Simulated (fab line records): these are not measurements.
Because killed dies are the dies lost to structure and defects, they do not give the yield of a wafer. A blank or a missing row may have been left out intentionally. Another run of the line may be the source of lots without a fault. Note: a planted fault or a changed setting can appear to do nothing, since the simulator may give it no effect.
8D (eight disciplines) problem report, filled in by code | flow nand harc | the parts of the form that need people (team, actions taken, sign-off) are left out

== 1. THE ISSUE ==
At NHARC_END_SORT_01, killed at array averages 674 over 4 wafers from 2 lots, while fault-free wafers read 28, standard deviation 11. Measured from the usual mean, that is +59 standard deviations.
The first sign was on wafer L992.1 at day 24 12:38, on prober-01. The record has a number at this step for 17 wafers belonging to 6 lots. By rule, "out" or "out of limits" means more than 4 standard deviations away from the usual mean. The rest of the wafers with a number are treated as sound.

== 2. WHAT IT IS; WHAT IT IS NOT ==
question                    | is                             | is not
which readings at this step | killed at array, killed dies   | killed at other, killed at periphery, killed open, killed short
which lots                  | L992, L996                     | L100, L984, L985, L988
which wafers of those lots  | L992.1, L992.3, L992.5, L996.5 | L996.2
read on which gauges        | prober-01                      | prober-02
when                        | from day 24 12:38              | up to then (9 sound wafers); but 4 sound wafers of L100, L996 came after

== 3. THE SUSPECTS, EACH WITH WHAT RULES IT OUT ==
Counting: if a tool at a process step up to the reading ran every lot that is out, it stays a suspect. Sound lots after the first of them don't rule it out here, since some wafers of a struck lot are sound.
- the gauge at NHARC_END_SORT_01: kept. All the wafers that are out were read on prober-01, and no step on other tools shows them out.
- cmp-02 at NHARC_A_STAIRCASE_CMP_472 (polishes SiO2): kept. It ran every lot that is out, first L992 (day 16 04:24).
- pecvd-04 at NHARC_A_SGD_CUT_DEP_00 (deposits SiNx, target thk 50 nm): kept. Ran every lot that is out, first one L992 (day 16 04:49); last sound lot up to then L985 (day 14 11:05).
- Within cmp-02 at NHARC_A_STAIRCASE_CMP_472: the wafers that are out ran in chambers 0, 1, 2; their sound lot-mates ran in chamber 3.
- Within pecvd-04 at NHARC_A_SGD_CUT_DEP_00: the wafers that are out ran in chambers 0, 1; their sound lot-mates ran in chamber 2.
The count leaves cmp-02 at NHARC_A_STAIRCASE_CMP_472, pecvd-04 at NHARC_A_SGD_CUT_DEP_00, and prober-01 at NHARC_END_SORT_01.

== 4. THE CAUSE (what the simulator had put in) ==
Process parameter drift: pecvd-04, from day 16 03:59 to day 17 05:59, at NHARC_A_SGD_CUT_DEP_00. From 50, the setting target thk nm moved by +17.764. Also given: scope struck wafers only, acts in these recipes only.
This tool is one of the 3 suspects left after counting.

== 5. THE CHAIN OF EFFECTS, in route order ==
Each row: a reading where the mean over the struck wafers with a number is more than 3 standard deviations away from the usual. Readings are gone through only where the record gives a usual standard deviation; hours: the median, over the lots, of the time from a lot's start at the first step in this table giving one to that lot's start at this step; sigmas: the change measured in usual standard deviations.
hours | step              | reading         | usual | on struck wafers | change | sigmas
0     | NHARC_END_SORT_01 | killed at array | 28    | 674              | +646   | +59
0     | NHARC_END_SORT_01 | killed dies     | 31    | 677              | +646   | +59

== 6. WHAT WOULD HAVE CAUGHT IT SOONER ==
The first out-of-limits reading at a measuring or inspecting step in this record came at day 24 12:38, 201 hours after the fault's start at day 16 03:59.
An alarm limit of 4 standard deviations would not have fired on the tool readings at NHARC_A_SGD_CUT_DEP_00 for which the record gives a usual standard deviation, since none of them was out on any struck wafer.
Each of the lots that are out, 2 in all, had begun NHARC_A_SGD_CUT_DEP_00 on pecvd-04 no later than day 24 12:38. None of them would have been spared by holding the tool at that moment.
